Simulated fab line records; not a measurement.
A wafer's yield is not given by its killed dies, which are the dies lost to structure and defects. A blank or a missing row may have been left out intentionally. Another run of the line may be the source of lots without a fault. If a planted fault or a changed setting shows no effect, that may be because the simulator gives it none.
Split-lot study ; flow n5-finfet ; 39 wafers read from 7 lots, route of 1938 steps

THE SPLIT
At N5_MOL_CONTACT_COAG_SPUTTER_143 (material Co, target thk 2.5 nm), the setting target-thk-a was moved away from the recipe's 25 angstrom on 18 of the 39 wafers read, by -49.1% to +52.8%. The other wafers ran this setting at the recipe's value.

The reading is taken at the split's own step.

THE READING
Co_of_MOL_CONTACT_COAG_SPUTTER_143.thk-nm (the simulator's own value, which no gauge read), in nm, at N5_MOL_CONTACT_COAG_SPUTTER_143 (material Co, target thk 2.5 nm). No usual value for it is given in the file. Average 2.5 nm, standard deviation 0.12 nm, over the 21 wafers here run with the recipe.

wafer;tool, chamber at the split;target-thk-a as run, angstrom;against the recipe;Co_of_MOL_CONTACT_COAG_SPUTTER_143.thk-nm, nm;against lot-mates on the recipe
L079.1;pvd-sputter-03, -;20.01;-20.0%;2;-0.5
L079.5;pvd-sputter-03, -;20.01;-20.0%;2;-0.5
L079.2;pvd-sputter-03, -;25;recipe;2.4;-
L079.3;pvd-sputter-03, -;25;recipe;2.4;-
L079.4;pvd-sputter-03, -;20.01;-20.0%;1.8;-0.7
L079.6;pvd-sputter-03, -;25;recipe;2.6;-
L084.2;pvd-sputter-03, -;25;recipe;2.4;-
L084.4;pvd-sputter-03, -;25;recipe;2.4;-
L084.5;pvd-sputter-03, -;25;recipe;2.4;-
L087.1;pvd-sputter-01, -;33.86;+35.4%;3.4;+1.1
L087.5;pvd-sputter-01, -;33.86;+35.4%;3.4;+1.1
L087.6;pvd-sputter-01, -;33.86;+35.4%;3.4;+1.1
L087.2;pvd-sputter-01, -;25;recipe;2.4;-
L087.3;pvd-sputter-01, -;25;recipe;2.4;-
L087.4;pvd-sputter-01, -;25;recipe;2.2;-
L090.1;pvd-sputter-02, -;38.19;+52.8%;4;+1.4
L090.2;pvd-sputter-02, -;38.19;+52.8%;4;+1.4
L090.6;pvd-sputter-02, -;38.19;+52.8%;4;+1.4
L090.3;pvd-sputter-02, -;25;recipe;2.6;-
L090.4;pvd-sputter-02, -;25;recipe;2.6;-
L090.5;pvd-sputter-02, -;25;recipe;2.6;-
L092.1;pvd-sputter-03, -;12.72;-49.1%;1.2;-1.4
L092.6;pvd-sputter-03, -;12.72;-49.1%;1.2;-1.4
L092.2;pvd-sputter-03, -;25;recipe;2.6;-
L092.4;pvd-sputter-03, -;25;recipe;2.6;-
L092.5;pvd-sputter-03, -;25;recipe;2.6;-
L092.3;pvd-sputter-03, -;12.72;-49.1%;1.4;-1.2
L094.1;pvd-sputter-03, -;15.14;-39.4%;1.6;-1.0
L094.4;pvd-sputter-03, -;15.14;-39.4%;1.6;-1.0
L094.6;pvd-sputter-03, -;15.14;-39.4%;1.6;-1.0
L094.2;pvd-sputter-03, -;25;recipe;2.6;-
L094.3;pvd-sputter-03, -;25;recipe;2.6;-
L094.5;pvd-sputter-03, -;25;recipe;2.6;-
L096.1;pvd-sputter-03, -;15.15;-39.4%;1.6;-1.0
L096.2;pvd-sputter-03, -;15.15;-39.4%;1.6;-1.0
L096.3;pvd-sputter-03, -;15.15;-39.4%;1.6;-1.0
L096.4;pvd-sputter-03, -;25;recipe;2.6;-
L096.5;pvd-sputter-03, -;25;recipe;2.6;-
L096.6;pvd-sputter-03, -;25;recipe;2.6;-

THE FIT
A straight line over all 39 wafers: Co_of_MOL_CONTACT_COAG_SPUTTER_143.thk-nm changes by +0.0257 nm for each +1% of target-thk-a; r = +0.99; the points scatter about the line by 0.11 nm.
The same after taking each lot's own level away (the mean of its wafers on the recipe; 39 wafers): +0.0269 nm for each +1%; r = +1.00; scatter 0.066 nm.
According to that fit, moving target-thk-a by its largest amount changes the reading by 1.4 nm.
Across the lots, their own levels run from 2.33 to 2.60 nm, a range of 2.3 times the standard deviation given above.
The two slopes agree, so the slope changes little with the lot-to-lot level.
Check: for one of the wafers moved furthest among these (+52.8%), held out of the fit, the line's prediction against its lot-mates is +1.44 nm. It came out at +1.4 nm against them.

OTHER SPLITS ON THESE WAFERS
Other splits were also applied to these wafers ahead of the reading. Each is held against what the fit with the lots' levels taken away leaves over:
other split on the same wafers;wafers away from the commonest value;r with Co_of_MOL_CONTACT_COAG_SPUTTER_143.thk-nm (lot level and that fit taken away)
N5_FIN_SAQP_ETCH_65 time-s;12;+0.13
N5_SD_EPI_P_EPI_21 epi-growth-time-s;18;+0.32
N5_GATE_CUT_ALD_22 ald-cycles;12;+0.04

THE FILE'S OWN FIT
Co_of_MOL_CONTACT_COAG_SPUTTER_143.thk-nm changes by +0.0268 nm for each +1% of target-thk-a, r = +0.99.
